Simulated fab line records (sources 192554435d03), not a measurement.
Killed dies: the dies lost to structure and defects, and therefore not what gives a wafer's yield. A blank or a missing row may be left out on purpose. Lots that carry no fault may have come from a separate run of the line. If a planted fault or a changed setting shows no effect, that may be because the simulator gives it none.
Struck lot and sound lot, side by side + flow n5 finfet + 15 steps out of a route of 1938
Sound: the wafers L382.2, L382.5, L382.6. Struck: wafer L385.6. (L385.1, L385.2 of the same lot were not struck and are left out.) The cause comes at the end.
Order at every step that has rows: each side's tool, ch and its chambers, its first start. Under that, the readings that differ: sound wafers + struck wafers + difference of the means + sigmas: that difference in standard deviations of wafers without a fault.
alike: same words and numbers on both sides, and readings whose means sit less than 2 such deviations apart. not compared: any withheld reading, any reading some wafer has no value for, any bound like >300 that may hide the same value, and any number with overlapping values for which the record gives no deviation.
The two part at a step that has a row with sigmas, a row that says differs or no value, or rows on one side only. When numbers do not overlap yet have no deviation, they are printed without sigmas and do not part them. A reading that every wafer of one side lacks parts them only if that side has two wafers or more.

N5_BEOL_M11_ALD_74: deposits TaN, target thk 2 nm, pulse time 2 s, purge time 3 s.
  sound on ald metal-04 ch 0,2, day 13 02:17; struck on ald metal-04 ch 1, day 15 04:37
  alike: heater power w, mfc carrier sccm
N5_BEOL_M11_SURFACE_TREAT_76:
  sound on pvd sputter-03 at day 13 04:02; struck on pvd sputter-01 at day 15 04:56
  not compared: throttle valve pct
then, 1 step without rows for these wafers: N5_BEOL_M11_CVD_75 (deposits Co from CCTBA/H2, target thk 2 nm, time 138.9 s).
N5_BEOL_M11_SPUTTER_48: material Cu, target thk 12 nm, time 2 s.
  sound on pvd sputter-03 at day 13 04:29; struck on pvd sputter-01 at day 15 05:09
| reading                    | sound          | struck | difference | sigmas |
|----------------------------|----------------|--------|------------|--------|
| chuck gas flow sccm (sccm) | 1.28 1.32 1.27 | 1.17   | -0.12      | -2     |
  alike: chuck sensor temp C, throttle valve pct
then, 2 steps without rows for these wafers: N5_BEOL_M11_ECD_50 (material Cu, target thk 318 nm); N5_BEOL_M11_ANNEAL_51 (time 90 s).
N5_BEOL_M11_CMP_52: polishes, stops on SiCOH lowk, t overpolish 7 s, target thk 140 nm.
  sound on cmp-03 ch 2,3, day 13 05:01; struck on cmp-03 ch 3, day 15 05:41
  alike: barrier field endpoint s, motor current A, overpolish run s, slurry filter dp kPa, time to endpoint s
N5_BEOL_M11_THK_MEAS_53: measures by xrf.
  sound on film metro-01 at day 13 05:18; struck on film metro-01 at day 15 05:58
  alike: M11_THK
then, 1 step without rows for these wafers: N5_BEOL_M11_PRE_CLEAN_55 (time 15 s).
N5_BEOL_M11_DEP_56: deposits SiCN from 3MS/NH3, target thk 30 nm, time 10.5 s.
  sound on pecvd-04 ch 0,2, day 13 05:22; struck on pecvd-03 ch 2, day 15 06:02
  alike: showerhead plenum p Torr, throttle valve pct
N5_BEOL_M11_RS_MEAS_57: a four-point-probe measurement.
  sound on film metro-02 at day 13 05:26; struck on film metro-01 at day 15 06:06
  alike: M11_RS
N5_BEOL_M11_INSPECT_58: inspects for defects (darkfield).
  sound on defect inspect-01 at day 13 05:27; struck on defect inspect-02 at day 15 06:07
| reading          | sound     | struck | difference | sigmas |
|------------------|-----------|--------|------------|--------|
| raw defect count | 83 55 125 | 45     | -43        | -2     |
N5_BEOL_M12_ILD_DEP_00: deposits SiOC from DEMS/O2, target thk 658.92 nm, time 130.7 s.
  sound on pecvd-02 ch 1,2, day 13 05:29; struck on pecvd-02 ch 0, day 15 06:10
| reading              | sound                | struck | difference | sigmas |
|----------------------|----------------------|--------|------------|--------|
| heater power w (W)   | 404 492 422          | 562    | +123       | +2     |
| susceptor temp C (C) | 349.40 350.19 349.84 | 354.12 | +4.31      | +23    |
  alike: showerhead plenum p Torr, throttle valve pct
N5_BEOL_M12_THK_MEAS_01:
  sound on film metro-02 at day 13 05:37; struck on film metro-01 at day 15 06:17
  alike: M12_ILD_THK
N5_PASSIVATION_PROBE_49:
  the record has rows for the struck wafers here (prober-01, day 17 00:34) and none for the sound ones

## WHERE THEY PART
At N5_BEOL_M11_SPUTTER_48 first; at N5_PASSIVATION_PROBE_49 last (within this record only).

WHY: the cause the simulator had injected
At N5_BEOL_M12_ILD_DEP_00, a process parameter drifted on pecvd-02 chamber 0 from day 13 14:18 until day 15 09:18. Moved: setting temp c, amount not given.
